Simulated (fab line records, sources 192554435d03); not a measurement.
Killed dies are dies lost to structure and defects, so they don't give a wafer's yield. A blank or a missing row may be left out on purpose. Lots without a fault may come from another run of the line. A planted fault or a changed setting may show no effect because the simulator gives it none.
Which tool did it? | flow n5_finfet | 10 lots, 28 wafers sampled, at 6 steps of a route of 1938

WHAT THE GAUGES READ, wafer by wafer
N5_BEOL_M4_RC_MEAS_101.
lot  | measured     | on        | DIBL_N (mV/V)  | DIBL_P (mV/V)  | IOFF_N (nA/um)    | IOFF_P (nA/um) | ION_N (uA/um) | ION_P (uA/um) | SS_N (mV/dec)  | SS_P (mV/dec)  | VT_N (mV)   | VT_P (mV)
L979 | day 8 10:41  | prober-01 | 34.4 37.0 36.8 | 31.2 34.5 34.3 | 0.096 0.137 0.137 | 0.13 0.18 0.18 | 655 672 669   | 449 458 458   | 70.5 71.1 71.2 | 72.3 73.2 73.1 | 261 253 251 | -260 -254 -255
L985 | day 10 14:59 | prober-01 | 35.9 36.2 35.8 | 35.9 36.9 36.0 | 0.158 0.169 0.161 | 0.21 0.23 0.21 | 673 684 685   | 464 469 466   | 71.3 71.0 70.9 | 72.6 73.7 73.8 | 248 248 248 | -245 -248 -251
L988 | day 10 20:46 | prober-01 | 37.1 34.2 35.5 | 37.8 34.8 36.5 | 0.177 0.128 0.145 | 0.23 0.18 0.20 | 667 677 672   | 458 467 459   | 71.3 71.8 71.3 | 74.7 73.7 74.1 | 248 252 251 | -248 -250 -253
L989 | day 11 04:14 | prober-02 | 34.0 33.8      | 33.2 33.3      | 0.117 0.122       | 0.17 0.18      | 659 655       | 461 455       | 71.1 70.5      | 73.0 72.8      | 251 252     | -252 -252
L990 | day 11 06:28 | prober-01 | 35.0 35.6 35.9 | 34.8 35.4 36.6 | 0.141 0.143 0.164 | 0.19 0.20 0.22 | 677 667 678   | 463 464 466   | 71.7 71.7 71.9 | 72.9 73.0 73.7 | 249 253 248 | -253 -251 -249
L991 | day 11 21:38 | prober-02 | 35.2 38.9 35.4 | 36.2 40.1 35.7 | 0.142 0.205 0.134 | 0.20 0.27 0.20 | 675 687 658   | 461 475 456   | 71.5 72.3 71.5 | 73.4 74.0 72.7 | 250 245 250 | -252 -247 -251
L992 | day 11 23:43 | prober-01 | 37.7 36.0 36.5 | 38.6 35.8 38.0 | 0.218 0.172 0.196 | 0.29 0.23 0.28 | 700 676 706   | 484 465 489   | 72.0 71.6 72.4 | 74.3 72.8 73.7 | 244 245 245 | -243 -248 -243
L997 | day 13 12:31 | prober-02 | 33.7 33.9 34.5 | 34.6 34.2 34.7 | 0.135 0.133 0.145 | 0.20 0.19 0.20 | 662 664 653   | 465 455 455   | 71.3 71.8 71.4 | 72.6 73.0 73.2 | 251 253 254 | -249 -251 -252
L998 | day 13 15:20 | prober-01 | 36.0 35.9 35.4 | 35.4 35.9 35.1 | 0.146 0.154 0.144 | 0.22 0.23 0.21 | 676 678 693   | 467 466 468   | 71.5 71.8 71.3 | 73.1 73.0 72.4 | 251 246 251 | -249 -248 -248
L999 | day 14 09:00 | prober-02 | 35.6 35.0      | 35.7 34.9      | 0.151 0.137       | 0.21 0.19      | 666 675       | 465 472       | 71.9 71.3      | 73.4 72.8      | 251 256     | -251 -253

N5_BEOL_M8_THK_MEAS_01.
lot  | measured     | on            | M8_ILD_THK (nm)
L979 | day 9 17:17  | film_metro-01 | 156.8 158.6 157.1
L985 | day 11 23:39 | film_metro-01 | 151.3 153.1 155.0
L988 | day 12 07:09 | film_metro-01 | 151.9 149.9 155.0
L989 | day 12 13:24 | film_metro-01 | 152.4 152.7
L990 | day 12 13:10 | film_metro-02 | 153.1 153.4 154.1
L991 | day 13 03:24 | film_metro-01 | 151.7 153.4 151.5
L992 | day 13 08:43 | film_metro-02 | 151.5 151.9 155.8
L997 | day 14 14:39 | film_metro-01 | 268.3 151.8 152.6
L998 | day 14 20:03 | film_metro-02 | 266.9 156.7 156.1
L999 | day 15 17:37 | film_metro-02 | 155.4 156.5

N5_BEOL_M8_OVL_MEAS_12.
lot  | measured     | on         | M8_OVL (nm)
L979 | day 9 18:49  | overlay-02 | 0.4 0.6 0.3
L985 | day 12 00:20 | overlay-02 | -0.6 -0.9 -0.7
L988 | day 12 09:46 | overlay-01 | -1.1 -1.1 -1.0
L989 | day 12 15:04 | overlay-02 | -1.3 -1.4
L990 | day 12 14:44 | overlay-02 | -1.4 0.5 -1.2
L991 | day 13 04:17 | overlay-01 | 0.5 -0.4 0.5
L992 | day 13 10:13 | overlay-01 | 0.0 0.4 -0.7
L997 | day 14 17:08 | overlay-02 | -0.7 -0.8 -0.1
L998 | day 14 21:37 | overlay-02 | 0.7 0.5 0.3
L999 | day 15 20:32 | overlay-01 | 0.2 0.5

WHICH TOOL RAN EACH LOT (tool, then ch and the chambers of the sampled wafers, then the start)
lot  | N5_BEOL_M7_ALD_77                   | N5_BEOL_M7_DEP_56               | N5_BEOL_M8_ILD_DEP_00
L979 | ald_metal-02 ch 2,3, day 9 14:41    | pecvd-04 ch 0,2, day 9 16:04    | pecvd-04 ch 1,2, day 9 16:12
L985 | ald_metal-01 ch 0,1,2, day 11 18:31 | pecvd-03 ch 1,2, day 11 22:45   | pecvd-01 ch 0,1,2, day 11 23:05
L988 | ald_metal-02 ch 0,2,3, day 12 04:10 | pecvd-02 ch 0,2, day 12 06:26   | pecvd-01 ch 0,2, day 12 06:34
L989 | ald_metal-02 ch 2,3, day 12 09:49   | pecvd-04 ch 0,1, day 12 12:37   | pecvd-03 ch 0,1, day 12 12:46
L990 | ald_metal-04 ch 0,1,3, day 12 10:12 | pecvd-03 ch 1,2, day 12 12:28   | pecvd-01 ch 0,1,2, day 12 12:36
L991 | ald_metal-01 ch 0,1,3, day 13 00:53 | pecvd-03 ch 0,1,2, day 13 02:13 | pecvd-01 ch 0,1,2, day 13 02:21
L992 | ald_metal-02 ch 0,2,3, day 13 06:26 | pecvd-02 ch 0,1,2, day 13 08:00 | pecvd-04 ch 0,1,2, day 13 08:08
L997 | ald_metal-02 ch 0,1, day 14 12:35   | pecvd-03 ch 0,1,2, day 14 13:56 | pecvd-04 ch 0,1,2, day 14 14:04
L998 | ald_metal-01 ch 0,2,3, day 14 17:28 | pecvd-02 ch 0,1,2, day 14 19:20 | pecvd-04 ch 0,1, day 14 19:28
L999 | ald_metal-01 ch 2,3, day 15 13:40   | pecvd-03 ch 1,2, day 15 16:25   | pecvd-01 ch 1,2, day 15 16:34
- N5_BEOL_M7_ALD_77: deposits TaN, target thk 2 nm, pulse time 2 s, purge time 3 s.
- N5_BEOL_M7_DEP_56: deposits SiCN from 3MS/NH3, target thk 10 nm, time 17.5 s.
- N5_BEOL_M8_ILD_DEP_00: deposits SiCOH lowk from DEMS/porogen, target thk 179.75 nm, time 33.4 s.

WHAT THE TOOLS THEMSELVES READ (means of the sampled wafers that have a number; where no wafer has one, the mark that the record gives instead)
N5_BEOL_M7_ALD_77.
lot  | tool         | heater_power_w (W)
L979 | ald_metal-02 | 442
L985 | ald_metal-01 | 405
L988 | ald_metal-02 | 436
L989 | ald_metal-02 | 435
L990 | ald_metal-04 | 405
L991 | ald_metal-01 | 379
L992 | ald_metal-02 | 436
L997 | ald_metal-02 | 431
L998 | ald_metal-01 | 394
L999 | ald_metal-01 | 391

N5_BEOL_M7_DEP_56.
lot  | tool     | showerhead_plenum_p_Torr (Torr) | throttle_valve_pct (%)
L979 | pecvd-04 | 3.655                           | 9.2
L985 | pecvd-03 | 3.672                           | 8.5
L988 | pecvd-02 | 3.663                           | 9.7
L989 | pecvd-04 | 3.653                           | 8.9
L990 | pecvd-03 | 3.678                           | 8.7
L991 | pecvd-03 | 3.670                           | 8.7
L992 | pecvd-02 | 3.667                           | 9.5
L997 | pecvd-03 | 3.671                           | 8.8
L998 | pecvd-02 | 3.668                           | 9.4
L999 | pecvd-03 | 3.675                           | 8.8

N5_BEOL_M8_ILD_DEP_00.
lot  | tool     | heater_power_w (W) | showerhead_plenum_p_Torr (Torr) | throttle_valve_pct (%)
L979 | pecvd-04 | 294                | 5.729                           | 13.7
L985 | pecvd-01 | 303                | 5.753                           | 14.1
L988 | pecvd-01 | 335                | 5.752                           | 13.6
L989 | pecvd-03 | 302                | 5.740                           | 13.8
L990 | pecvd-01 | 290                | 5.758                           | 14.1
L991 | pecvd-01 | 309                | 5.756                           | 14.3
L992 | pecvd-04 | 259                | 5.722                           | 13.8
L997 | pecvd-04 | 292                | 5.725                           | 13.8
L998 | pecvd-04 | 331                | 5.733                           | 13.6
L999 | pecvd-01 | 262                | 5.749                           | 14.5

THE ANSWER, worked out from the rows above alone
Rule: what is usual is taken from the lots themselves. Put in order of their means at a reading, lots are off if they are a third of the lots or fewer, leave a main group of 4 or more, and stand apart from it by a gap of 3 or more times the standard deviation of the main group's means; of several such gaps the widest counts. A main group whose means are all the same, to the digits that the tables above print for the reading, isn't used. A lot without any number at a reading at which 4 lots or more have one is off too. The other lots that the step has rows for count as sound. The gauges are gone through in route order, then the tools' own readings, and for those a lot's mean is taken as printed above. The first step at which some lot is off is used, and at that step the reading that is off furthest; a lot without a number counts as furthest.
Off: L997, L998, at N5_BEOL_M8_THK_MEAS_01 (M8_ILD_THK). The main group: mean 153.8 nm, standard deviation 1.8.
A tool fits if, at a process step before that reading, it ran every lot that is off, and no sound lot after the first of them. The gauges at N5_BEOL_M8_THK_MEAS_01 are tried like those tools. One fits: pecvd-04 at N5_BEOL_M8_ILD_DEP_00. Its last sound lot is L992 (day 13 08:08), its first lot that is off L997 (day 14 14:04): a fault that began between those two fits.

WHAT THE SIMULATOR HAD PUT IN
Process parameter drift: pecvd-04, from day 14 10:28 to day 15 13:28, at N5_BEOL_M8_ILD_DEP_00. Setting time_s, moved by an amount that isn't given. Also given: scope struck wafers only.
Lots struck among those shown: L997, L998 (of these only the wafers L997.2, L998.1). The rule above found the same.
